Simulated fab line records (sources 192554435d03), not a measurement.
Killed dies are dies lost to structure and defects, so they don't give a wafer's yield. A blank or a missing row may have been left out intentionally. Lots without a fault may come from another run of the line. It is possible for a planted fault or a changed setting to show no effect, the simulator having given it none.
A struck lot beside a sound one / flow n5-finfet / 41 steps out of a route of 1938
Sound: these wafers, L448.1, L448.3, L448.4. Struck: wafer L456.5. (L456.4, L456.6 of the same lot were not struck and are left out.) The cause comes at the end.
Each step with rows lists, per side, the tool, then ch with its chambers, then its first start. Under that, the readings that differ: sound wafers / struck wafers / difference of the means / sigmas: that difference in standard deviations of wafers without a fault.
alike: readings with means less than 2 such deviations apart, plus words and numbers identical on both sides. not compared: withheld readings, readings lacking a value on some wafer, bounds such as >300 that could conceal the same value, and numbers that have no deviation in the record and whose values overlap.
A row with sigmas, a row that says differs or no value, or rows on one side alone: a step with any of these is where the two part. Non-overlapping numbers with no deviation appear without sigmas and do not part them. A reading that every wafer of one side lacks parts them only if that side has two wafers or more.

first, 12 steps without rows for these wafers: N5_BEOL_M0_SAQP_ETCH_88 (etches underlayer in N2/H2, target depth 6.5 nm, time 5.2 s); N5_BEOL_M0_SAQP_ETCH_73 (etches SiARC in CF4, target depth 19.5 nm, time 32.5 s); N5_BEOL_M0_SAQP_CUT_ETCH_46 (etches SOC in N2/H2, target depth 135 nm, overetch 27 nm, time 202.5 s); N5_BEOL_M0_SAQP_STRIP_74 (strips in N2/H2); N5_BEOL_M0_SAQP_STRIP_89 (strips in N2/H2); N5_BEOL_M0_SAQP_ALD_48 (deposits SiO2, target thk 20 nm, pulse time 1 s, co reactant pulse time 1 s); N5_BEOL_M0_SAQP_ETCH_49 (etches SiO2 in CF4/O2, target depth 37 nm); N5_BEOL_M0_SAQP_STRIP_75 (strips in CF4); N5_BEOL_M0_CUTY_COAT_50 (time 60 s, resist thk 15 nm); N5_BEOL_M0_CUTY_COAT_51 (resist thk 150 nm); N5_BEOL_M0_CUTY_EBR_52; N5_BEOL_M0_CUTY_SOFTBAKE_53 (time 60 s).
N5_BEOL_M0_CUTY_EXPOSE_54: exposes mask M0 ABLK.
  sound on arfi-scanner-01 ch 0, day 7 23:23; struck on arfi-scanner-01 ch 0, day 9 18:51
  alike: mask, exposure-dose-mJ-cm2
then, 2 steps without rows for these wafers: N5_BEOL_M0_CUTY_PEB_55 (peb time 60 s); N5_BEOL_M0_CUTY_DEVELOP_56 (develop time 30 s).
N5_BEOL_M0_CUTY_CD_MEAS_57 targets a cd of 200 nm.
  sound on cd-sem-01 ch 0, day 7 23:31; struck on cd-sem-03 ch 0, day 9 18:58
reading=cd-nm (nm); sound=200.3 201.0 200.2; struck=155.6; difference=-44.9; sigmas=-41
then, 23 steps without rows for these wafers: N5_BEOL_M0_CUTY_DESCUM_61 (chemistry O2, time 7.9 s); N5_BEOL_M0_CUTY_ETCH_62 (etches SiARC in CF4, time 58.5 s); N5_BEOL_M0_CUTY_ETCH_63 (etches SOC in N2/H2, target depth 82.7 nm, overetch 16.5 nm, time 124 s); N5_BEOL_M0_CUTY_STRIP_64 (strips in N2/H2); N5_BEOL_M0_ETCH_138 (etches SiCN in CH3F/O2, target depth 12 nm, time 31.6 s); N5_BEOL_M0_HM_OPEN_105 (chemistry Cl2/BCl3, target TiN, target depth 12 nm); N5_BEOL_M0_STRIP_140 (strips in CF4); N5_BEOL_M0_STRIP_104 (strips in N2/H2); N5_BEOL_M0_WET_ETCH_106 (etches SiO2 in DHF, target depth 130 nm, rinse time 30 s); N5_BEOL_M0_ETCH_128 (etches SiCN in CF4/N2, target depth 12 nm, overetch 5.1 nm, time 21.4 s); N5_BEOL_M0_TRENCH_ETCH_107 (etches SiOC in C4F6/O2, target depth 32.8 nm, time 16.4 s); N5_BEOL_M0_STRIP_142 (strips in N2/H2, time 10 s); N5_BEOL_M0_HM_STRIP_129 (strips TiN in peroxide tin strip, target depth 17 nm, time 108 s); N5_BEOL_M0_SRD_130 (time 30 s); N5_BEOL_M0_ETCH_109 (etches SiCN in CH3F/O2, target depth 8 nm, overetch 2.4 nm, time 27.4 s); N5_BEOL_M0_STRIP_139 (strips in post etch residue remover, time 60 s); N5_BEOL_M0_SRD_111 (time 30 s); N5_BEOL_M0_DEGAS_112 (time 60 s); N5_BEOL_M0_PRE_CLEAN_113 (time 30 s); N5_BEOL_M0_ALD_136 (deposits TaN, pulse time 2 s, purge time 3 s, co reactant purge time 2 s); N5_BEOL_M0_SURFACE_TREAT_137; N5_BEOL_M0_CVD_115 (deposits Co from CCTBA/H2, time 120 s); N5_BEOL_M0_SPUTTER_116 (material Cu, target thk 4 nm, time 7.37 s).
N5_BEOL_M4_RC_MEAS_101:
  the record has rows for the sound wafers here (prober-01 ch 0, day 10 10:53) and none for the struck ones
-- here the record skips 7 days between the struck wafers' starts before and after, leaving off in module BEOL_M4 and picking up in module PASSIVATION (first step shown: number 1936 of the route) --
N5_PASSIVATION_PROBE_49:
  sound on prober-02 at day 15 14:35; struck on prober-02 at day 16 23:31
reading=defect-limited-yield (%); sound=91.0 89.4 90.4; struck=5.4; difference=-84.9; sigmas=-61
reading=killed_at_M0_to_M3; sound=33 56 47; struck=1037; difference=+992; sigmas=+90
reading=killed_at_M4_up; sound=15 12 8; struck=26; difference=+14; sigmas=+3
reading=killed-dies; sound=106 125 113; struck=1116; difference=+1001; sigmas=+59
reading=killed-on-rim; sound=19 16 14; struck=152; difference=+136; sigmas=+32
reading=sort_bin_5_function (%); sound=5.4 6.7 5.7; struck=91.1; difference=+85.2; sigmas=+87
reading=sort-n-pass; sound=1074 1055 1067; struck=64; difference=-1001; sigmas=-48
reading=sort-yield-pct (%); sound=91.0 89.4 90.4; struck=5.4; difference=-84.9; sigmas=-50
  alike: killed-at-contacts, killed-at-front-end, killed-at-other, killed-open, killed-short, sort_bin_4_leakage, sort_bin_6_memory

== WHERE THEY PART ==
Earliest at N5_BEOL_M0_CUTY_CD_MEAS_57; latest, in this record, at N5_PASSIVATION_PROBE_49.

WHY: whatever the simulator had introduced
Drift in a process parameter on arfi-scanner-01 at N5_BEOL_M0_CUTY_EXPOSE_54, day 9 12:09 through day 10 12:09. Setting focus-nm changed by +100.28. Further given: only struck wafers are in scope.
